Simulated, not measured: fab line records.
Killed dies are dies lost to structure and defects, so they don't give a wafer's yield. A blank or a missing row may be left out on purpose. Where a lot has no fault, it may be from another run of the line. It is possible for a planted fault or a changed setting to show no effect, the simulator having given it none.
A struck lot beside a sound one | flow n5 finfet | 36 steps out of a route of 1938
Sound: the wafers L612.2, L612.3, L612.5. Struck: wafer L618.2. (L618.3 of the same lot was not struck and is left out.) The cause comes at the end.
Per side, at each step with rows, come the tool, then ch with its chambers, and then its first start. Under that, the readings that differ: sound wafers | struck wafers | difference of the means | sigmas: that difference in standard deviations of wafers without a fault.
alike: readings with means less than 2 such deviations apart, plus words and numbers identical on both sides. not compared: withheld readings, readings lacking a value on some wafer, bounds such as >300 that could conceal the same value, and numbers that have no deviation in the record and whose values overlap.
The two part at a step that has a row with sigmas, a row that says differs or no value, or rows on one side only. When numbers do not overlap yet have no deviation, they are printed without sigmas and do not part them. Lack of a reading on every wafer of one side parts them only where that side has two or more wafers.

first, 9 steps without rows for these wafers: N5_BEOL_M4_ANNEAL_95 (time 240 s); N5_BEOL_M4_SPUTTER_96 (material Cu, target thk 4.5 nm, time 8.29 s); N5_BEOL_M4_ECD_50 (material Cu, target thk 300 nm); N5_BEOL_M4_ANNEAL_51 (time 90 s); N5_BEOL_M4_CMP_52 (polishes, stops on SiOC, t overpolish 6.8 s, target thk 40 nm); N5_BEOL_M4_PRE_CLEAN_60 (time 15 s); N5_BEOL_M4_CO_CAP_55 (material Co, precursor CCTBA/H2, target thk 2 nm, time 102.1 s); N5_BEOL_M4_PRE_CLEAN_56 (time 15 s); N5_BEOL_M4_DEP_57 (deposits SiCN from 3MS/NH3, target thk 8 nm, time 14 s).
N5_BEOL_M4_RC_MEAS_101:
  sound on prober-02 ch 0, day 10 11:01; struck on prober-01 ch 0, day 11 13:15
  reading   | sound          | struck | difference | sigmas
  VT_P (mV) | -249 -251 -247 | -256   | -7         | -2
  alike: DIBL_N, DIBL_P, IOFF_N, IOFF_P, ION_N, ION_P, SS_N, SS_P, VT_N
then, 24 steps without rows for these wafers: N5_BEOL_M5_ILD_DEP_00 (deposits SiCOH lowk from DEMS/porogen, target thk 140.64 nm, time 25.9 s); N5_BEOL_M5_CURE_79 (cures SiCOH lowk, time 240 s); N5_BEOL_M5_PECVD_70 (deposits SiO2 from TEOS/O2, target thk 16 nm, time 18 s); N5_BEOL_M5_HM_DEP_02 (deposits TiN, target thk 20 nm); N5_BEOL_M5_COAT_59 (time 60 s, resist thk 60 nm); N5_BEOL_M5_COAT_60 (time 60 s, resist thk 12 nm); N5_BEOL_M5_COAT_71 (time 60 s, resist thk 5 nm); N5_BEOL_M5_COAT_05 (resist thk 30 nm); N5_BEOL_M5_EBR_07; N5_BEOL_M5_SOFTBAKE_06 (time 60 s); N5_BEOL_M5_EXPOSE_08 (exposes mask M5, target cd 28 nm); N5_BEOL_M5_PEB_09 (peb time 60 s); N5_BEOL_M5_DEVELOP_10 (develop time 30 s); N5_BEOL_M5_DESCUM_16 (chemistry O2, time 7 s); N5_BEOL_M5_ETCH_72 (etches underlayer in N2/H2, target depth 6.5 nm, time 5.2 s); N5_BEOL_M5_ETCH_61 (etches SiARC in CF4, target depth 15.6 nm, time 26 s); N5_BEOL_M5_ETCH_62 (etches SOC in N2/H2, target depth 75 nm, overetch 15 nm, time 112.5 s); N5_BEOL_M5_STRIP_63 (strips in N2/H2); N5_BEOL_M5_STRIP_73 (strips in N2/H2); N5_BEOL_M5_STRIP_64 (strips in CF4); N5_BEOL_M5_HM_OPEN_17 (chemistry Cl2/BCl3, target TiN, target depth 20 nm, overetch 6 nm); N5_BEOL_M5_STRIP_19 (strips in O2); N5_BEOL_M5_COAT_65 (time 60 s, resist thk 60 nm); N5_BEOL_M5_COAT_66 (time 60 s, resist thk 12 nm).
N5_BEOL_M9_VIA_ETCH_34: etches SiCOH lowk in C4F6/O2, target depth 182.4 nm, time 68.4 s.
  sound on rie diel-06 ch 1,2,3, day 12 08:16; struck on rie diel-06 ch 1, day 13 09:55
  reading                                  | sound             | struck | difference | sigmas
  model.etch.depth nm (nm)                 | 191.5 183.1 185.4 | 149.8  | -36.9      |
  model.SOC_of_BEOL_M9_COAT_63.thk nm (nm) | 50.8 51.2 51.2    | 53     | +2         |
  alike: drypump motor current A, oes_f_703_au, oes product au, rf vpp V, showerhead plenum p Torr, throttle valve pct
  not compared: rf hours counter h
-- record jumps: 2 days separate the struck wafers' starts on either side; left off in module BEOL_M9, taken up again in module PASSIVATION, whose first shown step is the route's number 1936 --
N5_PASSIVATION_PROBE_49:
  sound on prober-02, day 14 14:34; struck on prober-01, day 15 12:38
  reading                  | sound          | struck | difference | sigmas
  defect limited yield (%) | 92.6 90.9 91.4 | 78.9   | -12.7      | -8
  killed_at_M4_up          | 13 11 6        | 159    | +149       | +27
  killed dies              | 87 107 101     | 249    | +151       | +8
  sort_bin_5_function (%)  | 5.1 5.2 5.6    | 17.0   | +11.7      | +12
  sort n pass              | 1093 1073 1079 | 931    | -151       | -8
  sort yield pct (%)       | 92.6 90.9 91.4 | 78.9   | -12.7      | -8
  alike: killed_at_M0_to_M3, killed at contacts, killed at front end, killed at other, killed on rim, killed open, killed short, sort_bin_6_memory

WHERE THEY PART
Earliest at N5_BEOL_M4_RC_MEAS_101; latest, in this record, at N5_PASSIVATION_PROBE_49.

WHY: the cause the simulator had injected
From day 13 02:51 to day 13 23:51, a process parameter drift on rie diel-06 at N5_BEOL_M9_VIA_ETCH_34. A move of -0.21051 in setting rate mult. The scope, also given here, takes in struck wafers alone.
